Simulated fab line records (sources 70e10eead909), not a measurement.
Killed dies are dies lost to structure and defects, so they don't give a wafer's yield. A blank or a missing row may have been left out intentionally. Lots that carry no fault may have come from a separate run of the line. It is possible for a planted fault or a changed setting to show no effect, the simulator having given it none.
Chamber matching    flow nandHarc    4 sister chambers for NHARC_A_BONDPAD_DESCUM_11 on rieDiel-05
The step chemistry O2, time 3 s. 8 wafers are shown with their chamber, then 7 later ones without.

WAFERS, EACH WITH ITS CHAMBER
wafer   chamber  drypumpMotorCurrentA (A)  oesProductAu (a.u.)
L549.4  1        5.39                      1.022
L550.5  3        5.34                      0.998
L550.6  2        5.76                      1.019
L552.1  0        5.70                      0.982
L552.3  2        5.73                      1.019
L552.5  0        5.70                      1.006
L560.2  3        5.30                      0.997
L560.4  1        5.39                      1.008

WAFERS WHOSE CHAMBER IS MISSING
wafer   drypumpMotorCurrentA (A)  oesProductAu (a.u.)
L560.5  5.29                      0.997
L559.2  5.40                      1.020
L559.3  5.70                      0.980
L559.6  5.32                      0.987
L557.4  5.41                      1.016
L557.5  5.43                      1.018
L557.6  5.71                      0.982

CHAMBER TAKEN BY EACH
wafer   from the rows above  in truth
L560.5  3                    3
L559.2  1                    1
L559.3  0                    0
L559.6  3                    3
L557.4  1                    1
L557.5  1                    1
L557.6  0                    0
Correctly placed: 7 of 7. From these rows, 0 cannot be placed. Wrongly placed: 0.
How it was worked out, from the rows above alone: a wafer's distance from a chamber is the root of the sum, over the readings, of the square of ((its reading less the chamber's mean) divided by the reading's scatter). If the next closest chamber is less than 2 further off than the closest, the wafer can't be placed; otherwise it belongs to the closest. For every chamber, the mean is computed from those of its wafers that are shown. How the scatter is found: for the shown wafers, subtract from each reading the mean of its chamber, square and add these, divide the total by (wafers less chambers), then take the root.
